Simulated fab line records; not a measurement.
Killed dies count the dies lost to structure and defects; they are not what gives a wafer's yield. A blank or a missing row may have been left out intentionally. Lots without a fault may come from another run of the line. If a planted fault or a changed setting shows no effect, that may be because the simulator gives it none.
Chamber matching + flow nand harc + NHARC_A_STAIRCASE_DESCUM_312 on rie diel-05: 4 sister chambers
The step chemistry O2, time 3 s. 24 wafers are shown with their chamber, then 12 later ones without.

## WAFERS PAIRED WITH THEIR CHAMBERS
| wafer  | chamber | showerhead plenum p Torr (Torr) | drypump motor current A (A) | oes product au (a.u.) |
|--------|---------|---------------------------------|-----------------------------|-----------------------|
| L076.1 | 0       | 1.84                            | 5.3                         | 0.999                 |
| L076.2 | 3       | 1.97                            | 5.0                         | 0.979                 |
| L076.5 | 0       | 1.84                            | 5.3                         | 1.004                 |
| L077.1 | 3       | 1.97                            | 5.0                         | 0.988                 |
| L077.3 | 2       | 1.91                            | 5.6                         | 0.992                 |
| L077.4 | 0       | 1.84                            | 5.3                         | 0.990                 |
| L079.2 | 2       | 1.90                            | 5.7                         | 0.995                 |
| L079.5 | 3       | 1.96                            | 5.0                         | 0.992                 |
| L079.6 | 0       | 1.84                            | 5.2                         | 0.991                 |
| L082.2 | 2       | 1.90                            | 5.7                         | 0.999                 |
| L082.3 | 1       | 1.83                            | 6.5                         | 0.990                 |
| L082.4 | 0       | 1.84                            | 5.2                         | 1.000                 |
| L081.1 | 2       | 1.90                            | 5.7                         | 0.996                 |
| L081.4 | 0       | 1.84                            | 5.3                         | 0.996                 |
| L081.5 | 1       | 1.83                            | 6.5                         | 0.998                 |
| L084.2 | 2       | 1.90                            | 5.7                         | 0.999                 |
| L084.4 | 0       | 1.84                            | 5.3                         | 0.998                 |
| L084.5 | 3       | 1.96                            | 5.0                         | 1.004                 |
| L086.2 | 2       | 1.90                            | 5.7                         | 0.988                 |
| L086.5 | 3       | 1.96                            | 5.0                         | 0.985                 |
| L086.6 | 0       | 1.84                            | 5.3                         | 0.997                 |
| L093.1 | 3       | 1.96                            | 5.0                         | 0.994                 |
| L093.2 | 2       | 1.90                            | 5.6                         | 0.993                 |
| L093.6 | 1       | 1.82                            | 6.4                         | 0.990                 |

SIGNATURES (averages over the wafers above)
| reading                  | chamber 0 | chamber 1 | chamber 2 | chamber 3 | scatter within a chamber |
|--------------------------|-----------|-----------|-----------|-----------|--------------------------|
| showerhead plenum p Torr | 1.8400    | 1.8267    | 1.9014    | 1.9633    | 0.00378                  |
| drypump motor current A  | 5.275     | 6.467     | 5.671     | 5.000     | 0.0424                   |
| oes product au           | 0.99687   | 0.99267   | 0.99457   | 0.99033   | 0.0057                   |
Rule: a wafer lies at a distance from a chamber equal to the root of the sum of squares, over the readings, of (its reading less the chamber's mean, divided by the reading's scatter). If the next closest chamber is less than 2 further off than the closest, the wafer can't be placed; otherwise it belongs to the closest. The scatter is the square root of a quotient: the sum, over the shown wafers, of each reading's squared deviation from its chamber's mean, divided by wafers minus chambers.

## WAFERS MISSING THEIR CHAMBER
| wafer  | showerhead plenum p Torr (Torr) | drypump motor current A (A) | oes product au (a.u.) |
|--------|---------------------------------|-----------------------------|-----------------------|
| L090.2 | 1.90                            | 5.6                         | 0.995                 |
| L090.4 | 1.82                            | 6.5                         | 0.990                 |
| L090.5 | 1.96                            | 5.0                         | 0.992                 |
| L091.2 | 1.96                            | 5.0                         | 0.997                 |
| L091.3 | 1.83                            | 5.3                         | 0.995                 |
| L091.5 | 1.96                            | 5.0                         | 1.003                 |
| L092.1 | 1.90                            | 5.6                         | 0.996                 |
| L092.3 | 1.96                            | 5.0                         | 1.008                 |
| L092.6 | 1.90                            | 5.7                         | 0.999                 |
| L097.1 | 1.83                            | 5.2                         | 0.992                 |
| L097.2 | 1.95                            | 5.0                         | 0.995                 |
| L097.4 | 1.89                            | 5.7                         | 1.002                 |

## CHAMBER TAKEN BY EACH
| wafer  | from the rows above | in truth |
|--------|---------------------|----------|
| L090.2 | 2                   | 2        |
| L090.4 | 1                   | 1        |
| L090.5 | 3                   | 3        |
| L091.2 | 3                   | 3        |
| L091.3 | 0                   | 0        |
| L091.5 | 3                   | 3        |
| L092.1 | 2                   | 2        |
| L092.3 | 3                   | 3        |
| L092.6 | 2                   | 2        |
| L097.1 | 0                   | 0        |
| L097.2 | 3                   | 3        |
| L097.4 | 2                   | 2        |
Correctly placed: 12 of 12. From these rows, 0 cannot be placed. Number placed wrongly: 0.
